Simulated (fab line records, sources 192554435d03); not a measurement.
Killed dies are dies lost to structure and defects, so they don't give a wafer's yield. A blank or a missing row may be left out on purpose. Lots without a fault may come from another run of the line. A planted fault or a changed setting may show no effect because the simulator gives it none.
Chamber matching | flow n5_finfet | N5_SDB_CMP_30 on cmp-04: 4 sister chambers
The step polishes, stops on poly-Si, t overpolish 1.54 s, target thk 30 nm. 18 wafers are shown with their chamber, then 8 later ones without.

WAFERS WITH THEIR CHAMBER
wafer  | chamber | motor_current_A (A) | time_to_endpoint_s (s) | overpolish_run_s (s)
L528.2 | 3       | 11.2                | 14.2                   | 1.555
L528.3 | 0       | 13.4                | 17.1                   | 1.531
L528.6 | 3       | 10.8                | 14.7                   | 1.525
L531.2 | 0       | 12.6                | 17.0                   | 1.541
L531.4 | 1       | 11.7                | 13.4                   | 1.550
L531.6 | 1       | 11.5                | 16.0                   | 1.548
L534.1 | 0       | 13.4                | 19.1                   | 1.545
L534.3 | 2       | 12.4                | 18.0                   | 1.542
L534.6 | 3       | 11.9                | 16.4                   | 1.543
L536.3 | 2       | 12.2                | 18.8                   | 1.537
L536.4 | 3       | 10.6                | 20.5                   | 1.550
L536.5 | 3       | 10.5                | 21.3                   | 1.535
L537.1 | 1       | 11.9                | 12.1                   | 1.546
L537.2 | 0       | 13.2                | 17.4                   | 1.533
L537.4 | 3       | 11.3                | 15.2                   | 1.547
L539.2 | 2       | 12.4                | 14.8                   | 1.553
L539.3 | 1       | 11.2                | 14.5                   | 1.535
L540.4 | 2       | 12.3                | 13.6                   | 1.539

SIGNATURES (means of the wafers above)
reading            | chamber 0 | chamber 1 | chamber 2 | chamber 3 | scatter within a chamber
motor_current_A    | 13.150    | 11.575    | 12.325    | 11.050    | 0.387
time_to_endpoint_s | 17.650    | 14.000    | 16.300    | 17.050    | 2.35
overpolish_run_s   | 1.53750   | 1.54475   | 1.54275   | 1.54250   | 0.00851
Rule: a wafer's distance from a chamber is the root of the sum, over the readings, of the square of ((its reading less the chamber's mean) divided by the reading's scatter). The wafer belongs to the nearest chamber; if the next one is less than 2 further off, it can't be placed. The scatter: the root of (the sum of the squares of (reading less its chamber's mean) over the shown wafers, divided by (wafers less chambers)).

WAFERS WITHOUT THEIR CHAMBER
wafer  | motor_current_A (A) | time_to_endpoint_s (s) | overpolish_run_s (s)
L540.5 | 12.8                | 14.5                   | 1.525
L540.6 | 11.4                | 13.4                   | 1.538
L547.4 | 12.1                | 15.1                   | 1.535
L547.5 | 12.5                | 17.9                   | 1.548
L547.6 | 11.5                | 13.8                   | 1.530
L548.2 | 11.1                | 13.1                   | 1.535
L548.3 | 12.9                | 14.2                   | 1.540
L548.5 | 12.5                | 16.1                   | 1.544

WHICH CHAMBER EACH WENT THROUGH
wafer  | from the rows above               | in truth
L540.5 | can't be placed: 0 or 2 or 1      | 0
L540.6 | can't be placed: 1 or 3 or 2      | 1
L547.4 | can't be placed: 2 or 1 or 0 or 3 | 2
L547.5 | can't be placed: 2 or 0 or 1      | 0
L547.6 | can't be placed: 1 or 3 or 2      | 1
L548.2 | can't be placed: 1 or 3 or 2      | 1
L548.3 | can't be placed: 0 or 2 or 1      | 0
L548.5 | can't be placed: 2 or 0           | 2
Placed correctly: 0 of 8. Can't be placed from these rows: 8 (the true chamber is among the candidates in 8). Placed wrongly: 0.
